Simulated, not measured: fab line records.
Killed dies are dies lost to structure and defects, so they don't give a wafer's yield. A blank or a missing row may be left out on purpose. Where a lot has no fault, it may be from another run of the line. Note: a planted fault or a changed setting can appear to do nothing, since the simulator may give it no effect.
Chamber matching + flow n5_finfet + N5_SD_EPI_N_DESCUM_14 on rie_diel-01 has 4 sister chambers
The step chemistry O2, time 7.9 s. 20 wafers are shown with their chamber, then 10 later ones without.

WAFERS WITH THEIR CHAMBER
| wafer  | chamber | showerhead_plenum_p_Torr (Torr) | throttle_valve_pct (%) | oes_product_au (a.u.) |
|--------|---------|---------------------------------|------------------------|-----------------------|
| L075.1 | 1       | 2.22                            | 20.07                  | 0.96                  |
| L075.2 | 3       | 2.21                            | 20.34                  | 0.81                  |
| L075.5 | 1       | 2.22                            | 20.06                  | 0.96                  |
| L076.2 | 2       | 2.16                            | 20.73                  | 0.73                  |
| L076.4 | 3       | 2.20                            | 20.37                  | 0.81                  |
| L076.5 | 0       | 2.01                            | 20.53                  | 0.77                  |
| L077.3 | 0       | 2.01                            | 20.51                  | 0.77                  |
| L077.5 | 0       | 2.01                            | 20.52                  | 0.77                  |
| L077.6 | 3       | 2.20                            | 20.36                  | 0.80                  |
| L082.1 | 2       | 2.16                            | 20.72                  | 0.72                  |
| L082.3 | 0       | 2.00                            | 20.54                  | 0.76                  |
| L082.5 | 0       | 2.00                            | 20.51                  | 0.76                  |
| L085.2 | 1       | 2.21                            | 20.10                  | 0.90                  |
| L085.5 | 3       | 2.20                            | 20.39                  | 0.78                  |
| L085.6 | 2       | 2.16                            | 20.75                  | 0.72                  |
| L086.3 | 0       | 2.00                            | 20.56                  | 0.76                  |
| L086.4 | 1       | 2.21                            | 20.11                  | 0.89                  |
| L086.5 | 3       | 2.20                            | 20.39                  | 0.78                  |
| L087.1 | 0       | 2.00                            | 20.55                  | 0.76                  |
| L087.4 | 2       | 2.16                            | 20.76                  | 0.71                  |

SIGNATURES (means of the wafers above)
| reading                  | chamber 0 | chamber 1 | chamber 2 | chamber 3 | scatter within a chamber |
|--------------------------|-----------|-----------|-----------|-----------|--------------------------|
| showerhead_plenum_p_Torr | 2.0043    | 2.2150    | 2.1600    | 2.2020    | 0.00469                  |
| throttle_valve_pct       | 20.5314   | 20.0850   | 20.7400   | 20.3700   | 0.0206                   |
| oes_product_au           | 0.7643    | 0.9275    | 0.7200    | 0.7960    | 0.0187                   |
Rule: a wafer's distance from a chamber is the root of the sum, over the readings, of the square of ((its reading less the chamber's mean) divided by the reading's scatter). If the next closest chamber is less than 2 further off than the closest, the wafer can't be placed; otherwise it belongs to the closest. How the scatter is found: for the shown wafers, subtract from each reading the mean of its chamber, square and add these, divide the total by (wafers less chambers), then take the root.

WAFERS WITH NO CHAMBER GIVEN
| wafer  | showerhead_plenum_p_Torr (Torr) | throttle_valve_pct (%) | oes_product_au (a.u.) |
|--------|---------------------------------|------------------------|-----------------------|
| L087.5 | 2.00                            | 20.55                  | 0.75                  |
| L089.1 | 2.00                            | 20.56                  | 0.75                  |
| L089.2 | 2.15                            | 20.77                  | 0.70                  |
| L089.4 | 2.15                            | 20.77                  | 0.71                  |
| L091.3 | 2.00                            | 20.56                  | 0.74                  |
| L091.4 | 2.21                            | 20.12                  | 0.86                  |
| L091.6 | 2.19                            | 20.40                  | 0.78                  |
| L093.1 | 2.19                            | 20.39                  | 0.78                  |
| L093.4 | 2.21                            | 20.14                  | 0.87                  |
| L093.6 | 2.19                            | 20.42                  | 0.78                  |

CHAMBER TAKEN BY EACH
| wafer  | from the rows above | in truth |
|--------|---------------------|----------|
| L087.5 | 0                   | 0        |
| L089.1 | 0                   | 0        |
| L089.2 | 2                   | 2        |
| L089.4 | 2                   | 2        |
| L091.3 | 0                   | 0        |
| L091.4 | 1                   | 1        |
| L091.6 | 3                   | 3        |
| L093.1 | 3                   | 3        |
| L093.4 | 1                   | 1        |
| L093.6 | 3                   | 3        |
Correct placement for 10 of the 10. Not placeable from these rows: 0. Placed wrongly: 0.
